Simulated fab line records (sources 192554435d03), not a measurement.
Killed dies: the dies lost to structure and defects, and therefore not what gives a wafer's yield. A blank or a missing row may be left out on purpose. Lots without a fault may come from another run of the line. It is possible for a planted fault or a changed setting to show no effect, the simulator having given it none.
fab line records    flow n5-finfet
[record] lots = 7  wafers = 21
route steps=1938 shown BEOL_M11@1539 BEOL_M13@1665 BEOL_M14@1743 MIM_BOT_ETCH@1866 PASSIVATION@1929
start-h: start of the lot's first displayed wafer, in hours after the record's first day    wait-h: hours since the lot's step before    " repeats the value in the row above    L1.1+2: a single row standing in for several wafers    - no value present, or no start provided    * or withheld: withheld    < > ~ a bound
route shown NAME@n: names a module that has steps shown in the file, with the first one's number in the route    usual: mean and standard deviation over wafers with no fault    same: alike in all rows    chamber/n: place in a boat    sites: per-site readings    _std_site: the standard deviation of these    _edge_site: mean of outer sites minus mean of inner sites    radius-mm: how far each site lies from the wafer's centre    mask NAME#n: copy n    behind: the most recent tool/chamber to have shaped the wafer    hold: the reason the lot was held/the length of the hold in hours/how it ended    device: the transistor (n, p or np) that didn't switch    end of line: at the end of the route, the tests of the same wafers    for a step that has no rows: nothing shown but its recipe    killed: count of dies lost to structure and defects at first sort (not the wafer's yield)    map: dies across one wafer; x = killed, . = not, _ = none there
set.NAME: setting as actually run; set.NAME@STEP: the setting as run at that earlier step    model.NAME: the simulator's own value behind a step, which no gauge read
lots run with intentionally changed settings; tables by step, rows by wafer
[[steps]]
[step N5_BEOL_M11_PECVD_70]
[recipe] material = SiO2  target-thk-a = 200  temp-c = 400  precursor = TEOS/O2  pressure-torr = 5.5  rf-w = 450  teos-flow-sccm = 53.8  gas = O2  flow-sccm = 3000  time-s = 22.7
lot.wafer  tool      chamber  start-h  wait-h  set.time-s  model.SiO2_of_BEOL_M11_PECVD_70.thk-nm
L078.1     pecvd-01  2        277.13   0.0     22.7        20
L078.3     "         0        "        "       22.7        20.2
L078.5     "         2        "        "       22.7        20.4
L077.1     pecvd-01  1        285.09   0.0     22.7        19.6
L077.3+6   "         0        "        "       23.92       21.6
L079.1     pecvd-04  0        288.55   0.0     22.7        19.6
L079.4     "         2        "        "       22.7        20
L079.5     "         1        "        "       20.41       17.8
L089.3+5   pecvd-03  2,0      363.85   0.0     22.7        20
L089.4     "         1        "        "       22.7        20.2
L088.1     pecvd-01  2        363.89   0.0     21.19       18
L088.2     "         0        "        "       22.7        19.8
L088.5     "         1        "        "       21.19       18.6
L090.1     pecvd-01  0        373.42   0.0     21.83       19.4
L090.5     "         2        "        "       22.7        20
L090.6     "         1        "        "       22.7        19.8
L097.3     pecvd-01  0        433.91   0.0     22.7        19.8
L097.4     "         2        "        "       26.09       23.2
L097.5     "         0        "        "       22.7        20.2
[step N5_BEOL_M11_HM_DEP_02]
[recipe] material = TiN  target-thk-a = 200  temp-c = 25  chamber-pressure-pa = 0.49996
[step N5_BEOL_M11_COAT_59]
[recipe] resist = SOC  temp-c = 250  time-s = 60  spin-rpm = 1500  resist-thk-nm = 100
[step N5_BEOL_M11_STRIP_77]
[recipe] chemistry = N2/H2  time-s = 10  power-w = 450  temp-c = 40  pressure-mtorr = 20  rf-frequency-hz = 6e+07  bias-power-w = 7  n2-flow-sccm = 200  h2-flow-sccm = 200
[step N5_BEOL_M11_HM_STRIP_39]
[recipe] chemistry = peroxide-tin-strip  material = TiN  target-depth-a = 250  temp-c = 50  time-s = 158
lot.wafer  tool          chamber  start-h  wait-h  set.time-s@BEOL_M11_PECVD_70  model.SiO2_of_BEOL_M11_PECVD_70.thk-nm
L078.1     wet-bench-03  5        281.94   0.0     22.7                          19.8
L078.3     "             3        "        "       22.7                          20
L078.5     "             4        "        "       22.7                          20.2
L077.1     wet-bench-03  6        290.28   0.0     22.7                          19.6
L077.3+6   "             5,3      "        "       23.92                         21.4
L079.1     wet-bench-03  2        292.81   0.0     22.7                          19.4
L079.4     "             7        "        "       22.7                          19.8
L079.5     "             1        "        "       20.41                         17.6
L088.1     wet-bench-03  5        369.75   0.0     21.19                         18
L088.2     "             6        "        "       22.7                          19.6
L088.5     "             7        "        "       21.19                         18.6
L089.3+5   wet-bench-03  3,6      370.18   0.0     22.7                          19.8
L089.4     "             7        "        "       22.7                          20
L090.1     wet-bench-03  2        376.71   0.0     21.83                         19.2
L090.5     "             6        "        "       22.7                          20
L090.6     "             5        "        "       22.7                          19.6
L097.3     wet-bench-03  7        437.38   0.0     22.7                          19.8
L097.4     "             0        "        "       26.09                         23
L097.5     "             5        "        "       22.7                          20
[step N5_BEOL_M13_EXPOSE_07]
[recipe] mask-id = V12  na = 0.93  source-shape = conventional  sigma-outer = 0.6  polarization = unpolarized  attpsm-phase-deg = 180  dose-mj = 24.8
lot.wafer   tool            chamber  start-h  wait-h  mask   set.dose-mj
L078.1+3+5  krf-scanner-02  0        302.10   -       V12#0  24.8
L077.1+6    krf-scanner-02  0        303.58   -       V12#0  24.8
L077.3      "               0        "        "       V12#0  26.49
L079.1      krf-scanner-02  0        303.61   -       V12#0  23.23
L079.4+5    "               0        "        "       V12#0  24.8
L088.1      krf-scanner-01  0        377.56   -       V12#0  24.8
L088.2+5    "               0        "        "       V12#0  24.06
L089.3+4    krf-scanner-01  0        378.84   -       V12#0  24.8
L089.5      "               0        "        "       V12#0  23.36
L090.1+5    krf-scanner-01  0        390.16   -       V12#0  25.28
L090.6      "               0        "        "       V12#0  24.8
L097.3+4+5  krf-scanner-01  0        449.03   -       V12#0  24.8
[step N5_BEOL_M13_PEB_08]
[recipe] peb-temp-c = 130  peb-time-s = 90
[step N5_BEOL_M13_DEVELOP_09]
[recipe] develop-time-s = 45  rinse-liquid = diw  dry = air-spin  dev-temp-c = 21
[step N5_BEOL_M13_HARDBAKE_14]
[recipe] temp-c = 130  time-s = 120
[step N5_BEOL_M13_CD_MEAS_10]
[recipe] target-cd-nm = 190  landing-energy-ev = 500  detector = se-inlens  polarity = opening
[usual] cd-nm = 189.4/1.3
lot.wafer  tool       chamber  start-h  wait-h  set.dose-mj@BEOL_M13_EXPOSE_07  cd-nm
L078.1     cd-sem-02  0        302.27   -       24.8                            188.3
L078.3     "          0        "        "       24.8                            189.1
L078.5     "          0        "        "       24.8                            187.3
L077.1     cd-sem-01  0        303.75   -       24.8                            190.1
L077.3     "          0        "        "       26.49                           195.8
L077.6     "          0        "        "       24.8                            189.8
L079.1     cd-sem-02  0        303.78   -       23.23                           183.6
L079.4     "          0        "        "       24.8                            191.5
L079.5     "          0        "        "       24.8                            191.4
L088.1     cd-sem-02  0        377.73   -       24.8                            186.5
L088.2     "          0        "        "       24.06                           184.1
L088.5     "          0        "        "       24.06                           183.8
L089.3     cd-sem-01  0        379.00   -       24.8                            186.4
L089.4     "          0        "        "       24.8                            187.4
L089.5     "          0        "        "       23.36                           182.6
L090.1     cd-sem-01  0        390.33   -       25.28                           190.9
L090.5     "          0        "        "       25.28                           191.0
L090.6     "          0        "        "       24.8                            189.1
L097.3     cd-sem-03  0        449.19   -       24.8                            190.9
L097.4     "          0        "        "       24.8                            189.2
L097.5     "          0        "        "       24.8                            188.8
[step N5_BEOL_M14_PEB_26]
[recipe] peb-temp-c = 130  peb-time-s = 90
lot.wafer   tool            chamber  start-h  wait-h  set.peb-temp-c
L078.1+3+5  litho-track-01  0        307.41   0.1     130
L077.1+6    litho-track-01  0        310.91   0.1     128.8
L077.3      "               0        "        "       130
L079.1+4+5  litho-track-02  0        311.53   0.1     130
L088.1      litho-track-05  0        382.83   0.1     127
L088.2+5    "               0        "        "       130
L089.3+5    litho-track-05  0        384.07   0.0     130
L089.4      "               0        "        "       128.4
L090.1+5+6  litho-track-02  0        399.65   0.1     126.9
L097.3      litho-track-02  0        454.42   0.0     132.5
L097.4+5    "               0        "        "       130
[step N5_BEOL_M14_DEVELOP_27]
[recipe] develop-time-s = 45  rinse-liquid = diw  dry = air-spin  dev-temp-c = 21
[step N5_BEOL_M14_HARDBAKE_32]
[recipe] temp-c = 130  time-s = 120
[step N5_BEOL_M14_CD_MEAS_28]
[recipe] target-cd-nm = 284.4  landing-energy-ev = 500  detector = se-inlens
[usual] cd-nm = 284.6/1.5
lot.wafer  tool       chamber  start-h  wait-h  set.peb-temp-c@BEOL_M14_PEB_26  cd-nm
L078.1     cd-sem-02  0        307.52   -       130                             282.9
L078.3     "          0        "        "       130                             283.9
L078.5     "          0        "        "       130                             283.5
L077.1     cd-sem-01  0        311.02   -       128.8                           276.5
L077.3     "          0        "        "       130                             285.1
L077.6     "          0        "        "       128.8                           280.3
L079.1     cd-sem-01  0        311.64   -       130                             286.4
L079.4     "          0        "        "       130                             284.2
L079.5     "          0        "        "       130                             284.9
L088.1     cd-sem-03  0        382.94   -       127                             266.9
L088.2     "          0        "        "       130                             284.7
L088.5     "          0        "        "       130                             285.8
L089.3     cd-sem-02  0        384.18   -       130                             285.3
L089.4     "          0        "        "       128.4                           280.0
L089.5     "          0        "        "       130                             284.1
L090.1     cd-sem-02  0        399.77   -       126.9                           266.8
L090.5     "          0        "        "       126.9                           268.8
L090.6     "          0        "        "       126.9                           268.0
L097.3     cd-sem-01  0        454.54   -       132.5                           295.3
L097.4     "          0        "        "       130                             282.4
L097.5     "          0        "        "       130                             285.2
[step N5_BEOL_M14_DESCUM_33]
[recipe] chemistry = O2  time-s = 7.9  source-power-w = 50  bias-power-w = 20  pressure-mtorr = 20  rf-frequency-hz = 2.712e+07  temp-c = 40  o2-flow-sccm = 225
lot.wafer  tool         chamber  start-h  wait-h  set.peb-temp-c@BEOL_M14_PEB_26  model.BEOL_M14.cd-nm
L078.1     rie-diel-03  3        307.63   0.0     130                             282.6
L078.3     "            0        "        "       130                             283.8
L078.5     "            3        "        "       130                             283.4
L077.1     rie-diel-02  2        311.11   0.0     128.8                           276.8
L077.3     "            0        "        "       130                             285.2
L077.6     "            3        "        "       128.8                           280.6
L079.1     rie-diel-03  3        311.75   0.1     130                             286.4
L079.4     "            2        "        "       130                             284
L079.5     "            3        "        "       130                             285
L088.1     rie-diel-03  2        383.03   0.0     127                             266.8
L088.2     "            3        "        "       130                             284.6
L088.5     "            2        "        "       130                             285.6
L089.3     rie-diel-06  2        384.27   0.0     130                             285.4
L089.4     "            3        "        "       128.4                           279.4
L089.5     "            2        "        "       130                             283.8
L090.1     rie-diel-02  3        399.86   0.0     126.9                           267.2
L090.5     "            0        "        "       126.9                           268.4
L090.6     "            3        "        "       126.9                           268.2
L097.3     rie-diel-06  2        454.62   0.0     132.5                           295.4
L097.4     "            1        "        "       130                             283
L097.5     "            2        "        "       130                             285.4
[step N5_BEOL_M14_ETCH_67]
[recipe] chemistry = CF4  target = SiARC  target-depth-a = 1430  time-s = 238.3  ion-energy-ev = 80  pressure-mtorr = 40  source-w = 545  bias-w = 36  Ar_flow_sccm = 100  cf4-flow-sccm = 100  ends = cleared
[step N5_BEOL_M14_ETCH_68]
[recipe] chemistry = N2/H2  target = SOC  mask-material = SiARC  source-w = 3000  bias-w = 350  temp-c = 40  time-s = 450  ion-energy-ev = 200  pressure-mtorr = 30  n2-flow-sccm = 200  h2-flow-sccm = 200
lot.wafer  tool         chamber  start-h  wait-h  set.peb-temp-c@BEOL_M14_PEB_26  model.BEOL_M14.cd-nm
L078.1     rie-diel-03  3        307.81   0.1     130                             279
L078.3     "            0        "        "       130                             276.6
L078.5     "            3        "        "       130                             281.4
L077.1     rie-diel-02  2        311.29   0.1     128.8                           271.4
L077.3     "            0        "        "       130                             280
L077.6     "            3        "        "       128.8                           273.2
L079.1     rie-diel-03  3        311.93   0.1     130                             282.2
L079.4     "            2        "        "       130                             279.2
L079.5     "            3        "        "       130                             280.8
L088.1     rie-diel-03  2        383.21   0.1     127                             261
L088.2     "            3        "        "       130                             280.6
L088.5     "            2        "        "       130                             280
L089.3     rie-diel-06  2        384.45   0.1     130                             280.8
L089.4     "            3        "        "       128.4                           273
L089.5     "            2        "        "       130                             279.2
L090.1     rie-diel-02  3        400.04   0.1     126.9                           262
L090.5     "            0        "        "       126.9                           262.4
L090.6     "            3        "        "       126.9                           265.6
L097.3     rie-diel-06  2        454.80   0.1     132.5                           290.8
L097.4     "            1        "        "       130                             278.4
L097.5     "            2        "        "       130                             280.4
[step N5_BEOL_M14_TRENCH_ETCH_34]
[recipe] chemistry = C4F8/O2/Ar  target = SiO2  target-depth-a = 5566.5  mask-material = SOC  he-inner-torr = 15  he-outer-torr = 30  time-s = 126.9  ion-energy-ev = 800  pressure-mtorr = 20  source-w = 1905  bias-w = 2040  Ar_flow_sccm = 400  C4F8_flow_sccm = 16  O2_flow_sccm = 12
[usual] rf-vpp-V = 2225/34
lot.wafer  tool         chamber  start-h  wait-h  set.bias-w  set.peb-temp-c@BEOL_M14_PEB_26  rf-vpp-V  model.BEOL_M14.cd-nm
L078.1     rie-diel-03  3        308.08   0.0     2040        130                             2261      279.6
L078.3     "            0        "        "       2040        130                             2205      276.8
L078.5     "            3        "        "       2040        130                             2261      282.2
L077.1     rie-diel-02  2        311.57   0.0     2040        128.8                           2216      271.8
L077.3     "            0        "        "       2040        130                             2253      279.6
L077.6     "            3        "        "       1679        128.8                           1902      273.6
L079.1     rie-diel-03  3        312.21   0.0     2040        130                             2261      282.4
L079.4     "            2        "        "       2040        130                             2153      279.2
L079.5     "            3        "        "       2040        130                             2261      281.2
L088.1     rie-diel-03  2        383.48   0.0     1830        127                             1993      261.2
L088.2     "            3        "        "       1830        130                             2095      281
L088.5     "            2        "        "       2040        130                             2153      280.2
L089.3     rie-diel-06  2        384.72   0.0     2040        130                             2261      280.6
L089.4     "            3        "        "       2040        128.4                           2239      272.8
L089.5     "            2        "        "       2040        130                             2261      279.2
L090.1     rie-diel-02  3        400.31   0.0     2040        126.9                           2221      262
L090.5     "            0        "        "       2040        126.9                           2250      262
L090.6     "            3        "        "       2040        126.9                           2220      265.6
L097.3     rie-diel-06  2        455.08   0.0     2040        132.5                           2261      290.4
L097.4     "            1        "        "       2040        130                             2184      279
L097.5     "            2        "        "       2286        130                             2444      280
[step N5_BEOL_M14_SPUTTER_43]
[recipe] material = TaN  target-thk-a = 150  temp-c = 50  bias-v = 168.6  power-w = 15000  chamber-pressure-pa = 0.12  time-s = 24.19
lot.wafer  tool            chamber  start-h  wait-h  set.power-w  model.TaN_of_BEOL_M14_SPUTTER_43.thk-nm
L078.1     pvd-sputter-01  -        313.51   0.0     15000        15
L078.3+5   "               -        "        "       15000        14.8
L077.1     pvd-sputter-01  -        313.95   0.0     15860        16.2
L077.3     "               -        "        "       15000        14.8
L077.6     "               -        "        "       15860        15.8
L079.1+4   pvd-sputter-02  -        313.97   0.0     16270        16.2
L079.5     "               -        "        "       15000        15
L088.1     pvd-sputter-01  -        387.20   0.0     15000        15
L088.2+5   "               -        "        "       15000        15.2
L089.3     pvd-sputter-01  -        387.98   0.0     12360        12.4
L089.4     "               -        "        "       12360        12.2
L089.5     "               -        "        "       15000        15.2
L090.1+6   pvd-sputter-02  -        403.02   0.0     15000        15.2
L090.5     "               -        "        "       12470        12.8
L097.3+5   pvd-sputter-01  -        456.61   0.0     15000        15.2
L097.4     "               -        "        "       17150        17.2
[step N5_BEOL_M14_SPUTTER_44]
[recipe] material = Ta  target-thk-a = 150  temp-c = 50  bias-v = 80  power-w = 15000  chamber-pressure-pa = 0.07  time-s = 24.19
lot.wafer  tool            chamber  start-h  wait-h  set.time-s  model.Ta_of_BEOL_M14_SPUTTER_44.thk-nm
L078.1     pvd-sputter-01  -        313.59   0.0     24.19       14.8
L078.3     "               -        "        "       24.19       15.2
L078.5     "               -        "        "       24.19       15
L077.1     pvd-sputter-01  -        314.03   0.0     26.08       16.4
L077.3     "               -        "        "       24.19       15
L077.6     "               -        "        "       24.19       15.2
L079.1+5   pvd-sputter-02  -        314.05   0.0     23          14.2
L079.4     "               -        "        "       24.19       15
L088.1     pvd-sputter-01  -        387.28   0.0     20.74       13
L088.2     "               -        "        "       20.74       12.8
L088.5     "               -        "        "       24.19       15
L089.3     pvd-sputter-01  -        388.06   0.0     23.03       14.4
L089.4+5   "               -        "        "       24.19       15.2
L090.1     pvd-sputter-02  -        403.10   0.0     24.19       15.2
L090.5     "               -        "        "       22.78       14.2
L090.6     "               -        "        "       22.78       14
L097.3     pvd-sputter-01  -        456.69   0.0     24.19       14.6
L097.4     "               -        "        "       21.12       13
L097.5     "               -        "        "       24.19       15
[step N5_MIM_BOT_ETCH_ETCH_04]
[recipe] chemistry = CF4/O2  target = SiNx  target-depth-a = 260  time-s = 13  ion-energy-ev = 100  pressure-mtorr = 40  source-w = 535  bias-w = 49  Ar_flow_sccm = 100  cf4-flow-sccm = 100  O2_flow_sccm = 10
lot.wafer  tool         chamber  start-h  wait-h  set.time-s  model.etch.depth-nm
L078.1     rie-diel-02  0        331.20   0.0     13          26.46
L078.3     "            1        "        "       13          26.09
L078.5     "            0        "        "       13          26.32
L079.1     rie-diel-03  2        335.33   0.0     13          25.47
L079.4     "            0        "        "       10.82       22.82
L079.5     "            0        "        "       13          27.17
L077.1     rie-diel-06  0        342.64   0.0     11.48       22.73
L077.3     "            3        "        "       13          25.75
L077.6     "            3        "        "       11.48       22.82
L088.1     rie-diel-06  3        400.28   0.0     13          25.96
L088.2     "            1        "        "       13          26.77
L088.5     "            3        "        "       11.25       22.57
L089.3     rie-diel-06  2        401.07   0.0     13          26.3
L089.4     "            3        "        "       14.07       27.8
L089.5     "            1        "        "       14.07       28.87
L090.1     rie-diel-06  2        414.24   0.1     13          26.45
L090.5     "            2        "        "       15.49       31.79
L090.6     "            3        "        "       15.49       31
L097.3     rie-diel-02  3        467.74   0.0     13          26.12
L097.4     "            1        "        "       13.93       27.62
L097.5     "            0        "        "       13.93       27.99
[step N5_PASSIVATION_PASS_ETCH_47]
[recipe] chemistry = CF4/O2  target = SiNx  target-depth-a = 7700  time-s = 385  ion-energy-ev = 100  pressure-mtorr = 40  source-w = 535  bias-w = 49  Ar_flow_sccm = 100  cf4-flow-sccm = 100  O2_flow_sccm = 10
lot.wafer  tool         chamber  start-h  wait-h  set.time-s  model.etch.depth-nm
L078.1     rie-diel-06  0        339.95   0.0     385         757.7
L078.3     "            2        "        "       385         776.1
L078.5     "            2        "        "       385         778.5
L079.1     rie-diel-03  1        342.45   0.0     450.8       935.7
L079.4     "            0        "        "       450.8       938.8
L079.5     "            1        "        "       450.8       931
L077.1     rie-diel-06  0        350.55   0.0     385         775
L077.3     "            2        "        "       385         785.4
L077.6     "            2        "        "       385         781.1
L088.1     rie-diel-02  2        405.36   0.0     385         798.7
L088.2     "            3        "        "       456.6       924.6
L088.5     "            2        "        "       385         793.7
L089.3     rie-diel-06  2        411.78   0.1     323.6       656.1
L089.4     "            3        "        "       385         768
L089.5     "            2        "        "       323.6       664.6
L090.1     rie-diel-02  0        419.00   0.0     385         782.8
L090.5     "            1        "        "       385         777.1
L090.6     "            2        "        "       385         793.7
L097.3     rie-diel-02  1        472.93   0.0     385         764.1
L097.4     "            0        "        "       360.9       727.5
L097.5     "            3        "        "       360.9       725.8
[step N5_PASSIVATION_ETCH_54]
[recipe] chemistry = CHF3/O2  target = SiO2  target-depth-a = 8800  CHF3_flow_sccm = 50  O2_flow_sccm = 5  Ar_flow_sccm = 200  time-s = 440  mask-material = PR  pressure-mtorr = 30  source-w = 650  bias-w = 170  ion-energy-ev = 200
[usual] rf-vpp-V = 525/8.6
lot.wafer  tool         chamber  start-h  wait-h  set.source-w  rf-vpp-V  model.PASSIVATION.feature-depth-nm  model.etch.depth-nm
L078.1     rie-diel-06  0        340.18   0.1     650           544       891                                 890.9
L078.3     "            2        "        "       650           535       902.8                               902.7
L078.5     "            2        "        "       650           535       898.8                               898.8
L079.1     rie-diel-03  1        342.68   0.1     738.3         493       944.2                               944.2
L079.4     "            0        "        "       650           519       915.8                               915.8
L079.5     "            1        "        "       738.3         491       939.8                               939.7
L077.1     rie-diel-06  0        350.78   0.1     554.7         589       825.6                               825.7
L077.3     "            2        "        "       650           534       884.2                               884.3
L077.6     "            2        "        "       554.7         577       842.2                               842.3
L088.1     rie-diel-02  2        405.59   0.1     650           522       890                                 890
L088.2     "            3        "        "       592.9         547       846.2                               846.2
L088.5     "            2        "        "       592.9         546       856.6                               856.6
L089.3     rie-diel-06  2        412.16   0.3     650           534       893.2                               893.3
L089.4     "            3        "        "       650           528       883.4                               883.3
L089.5     "            2        "        "       650           535       889.8                               889.9
L090.1     rie-diel-02  0        419.23   0.1     746.9         496       933                                 932.9
L090.5     "            1        "        "       650           517       876.6                               876.7
L090.6     "            2        "        "       746.9         486       941.4                               941.5
L097.3     rie-diel-02  1        473.16   0.1     650           518       878.6                               878.6
L097.4     "            0        "        "       650           531       891                                 891
L097.5     "            3        "        "       551.3         566       830.4                               830.4
[[key]]
[split] step = N5_BEOL_M11_PECVD_70  setting = time-s  stated = 22.7  by = wafer
[response] step = N5_BEOL_M11_PECVD_70  reading = model.SiO2_of_BEOL_M11_PECVD_70.thk-nm  change = +0.22  per = 1%  r = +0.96
[response] step = N5_BEOL_M11_HM_STRIP_39  reading = model.SiO2_of_BEOL_M11_PECVD_70.thk-nm  change = +0.211  per = 1%  r = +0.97
[split] step = N5_BEOL_M13_EXPOSE_07  setting = dose-mj  stated = 24.8  by = wafer
[response] step = N5_BEOL_M13_CD_MEAS_10  reading = cd-nm  change = +0.946  per = 1%  r = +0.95
[split] step = N5_BEOL_M14_PEB_26  setting = peb-temp-c  stated = 130  by = wafer
[response] step = N5_BEOL_M14_CD_MEAS_28  reading = cd-nm  change = +6.72  per = 1%  r = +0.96
[response] step = N5_BEOL_M14_DESCUM_33  reading = model.BEOL_M14.cd-nm  change = +6.69  per = 1%  r = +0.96
[response] step = N5_BEOL_M14_ETCH_68  reading = model.BEOL_M14.cd-nm  change = +7.22  per = 1%  r = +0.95
[response] step = N5_BEOL_M14_TRENCH_ETCH_34  reading = model.BEOL_M14.cd-nm  change = +7.1  per = 1%  r = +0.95
[split] step = N5_BEOL_M14_TRENCH_ETCH_34  setting = bias-w  stated = 2040  by = wafer
[response] step = N5_BEOL_M14_TRENCH_ETCH_34  reading = rf-vpp-V  change = +17.1  per = 1%  r = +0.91
[split] step = N5_BEOL_M14_SPUTTER_43  setting = power-w  stated = 15000  by = wafer
[response] step = N5_BEOL_M14_SPUTTER_43  reading = model.TaN_of_BEOL_M14_SPUTTER_43.thk-nm  change = +0.152  per = 1%  r = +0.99
[split] step = N5_BEOL_M14_SPUTTER_44  setting = time-s  stated = 24.19  by = wafer
[response] step = N5_BEOL_M14_SPUTTER_44  reading = model.Ta_of_BEOL_M14_SPUTTER_44.thk-nm  change = +0.152  per = 1%  r = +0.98
[split] step = N5_MIM_BOT_ETCH_ETCH_04  setting = time-s  stated = 13  by = wafer
[response] step = N5_MIM_BOT_ETCH_ETCH_04  reading = model.etch.depth-nm  change = +0.247  per = 1%  r = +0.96
[split] step = N5_PASSIVATION_PASS_ETCH_47  setting = time-s  stated = 385  by = wafer
[response] step = N5_PASSIVATION_PASS_ETCH_47  reading = model.etch.depth-nm  change = +6.78  per = 1%  r = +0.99
[split] step = N5_PASSIVATION_ETCH_54  setting = source-w  stated = 650  by = wafer
[response] step = N5_PASSIVATION_ETCH_54  reading = rf-vpp-V  change = -2.49  per = 1%  r = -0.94
[response] step = N5_PASSIVATION_ETCH_54  reading = model.PASSIVATION.feature-depth-nm  change = +3.4  per = 1%  r = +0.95
[response] step = N5_PASSIVATION_ETCH_54  reading = model.etch.depth-nm  change = +3.4  per = 1%  r = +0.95
